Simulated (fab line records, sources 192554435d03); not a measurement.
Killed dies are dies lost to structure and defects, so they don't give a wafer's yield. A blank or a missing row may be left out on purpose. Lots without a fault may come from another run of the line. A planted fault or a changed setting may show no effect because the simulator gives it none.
Problem report in the 8D (eight disciplines) form, filled by code | flow n5_finfet | the parts of the form that need people (team, actions taken, sign-off) are left out

1. THE PROBLEM
run_length_s at N5_BEOL_M4_CO_CAP_55 reads a mean of 83.3 s on 4 wafers of 2 lots; wafers without a fault read 125.1 s with a standard deviation of 0.4. That is -99 or more standard deviations from the usual mean.
The step: material Co, precursor CCTBA/H2, target thk 2 nm, time 102.1 s.
First seen on wafer L858.2, day 9 11:32, on cvd_co-02. The record holds 18 wafers of 6 lots with a number at this step. Rule for "out", or "out of limits": more than 4 standard deviations from the usual mean. The other wafers with a number count as sound.

2. WHAT IT IS AND WHAT IT IS NOT
question                    | is                             | is not
which readings at this step | run_length_s                   | heater_power_w
which lots                  | L858, L859                     | L852, L853, L868, L871
which wafers of those lots  | L858.2, L858.5, L859.2, L859.6 | L858.1, L859.1
read on which tools         | cvd_co-02                      | cvd_co-01
when                        | from day 9 11:32               | up to then (7 sound wafers); but 7 sound wafers of L859, L868, L871 came after

3. SUSPECTS, AND WHAT RULES EACH OUT
Counting: a tool at a process step up to the reading stays a suspect if it ran every lot that is out. Sound lots after the first of them don't rule it out here, since some wafers of a struck lot are sound.
- cvd_co-02 at N5_BEOL_M4_CO_CAP_55 (material Co, precursor CCTBA/H2, target thk 2 nm, time 102.1 s): kept. It ran every lot that is out, first L858 (day 9 11:32); its last sound lot up to then is L852 (day 8 09:46). Its own readings are out on those wafers: run_length_s.
Left after counting: cvd_co-02 at N5_BEOL_M4_CO_CAP_55.

4. THE CAUSE (what the simulator had put in)
Process parameter drift: cvd_co-02, from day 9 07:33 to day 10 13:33, at N5_BEOL_M4_CO_CAP_55. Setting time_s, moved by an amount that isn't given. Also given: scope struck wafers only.
Counting left only this tool.

5. THE CHAIN OF EFFECTS, in route order
Each row: a reading whose mean over the struck wafers that have a number lies more than 3 standard deviations from the usual. Only readings for which the record gives a usual standard deviation are gone through. hours: the time from each lot's start at the first step in this table that gives one to its start at this step, as a median over the lots. sigmas: the change in usual standard deviations.
hours | step                 | reading      | usual   | on struck wafers | change | sigmas
0     | N5_BEOL_M4_CO_CAP_55 | run_length_s | 125.1 s | 83.3             | -41.8  | -99 or more
The process steps in it:
- N5_BEOL_M4_CO_CAP_55: material Co, precursor CCTBA/H2, target thk 2 nm, time 102.1 s.
Later measuring or inspecting steps at which every struck wafer that the step has a row for has a number for every such reading, and none has moved that far: N5_BEOL_M4_RC_MEAS_101.

6. WHAT WOULD HAVE CAUGHT IT SOONER
In this record the first reading out of limits was taken at day 9 11:32, 4 hours after the fault began at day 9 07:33.
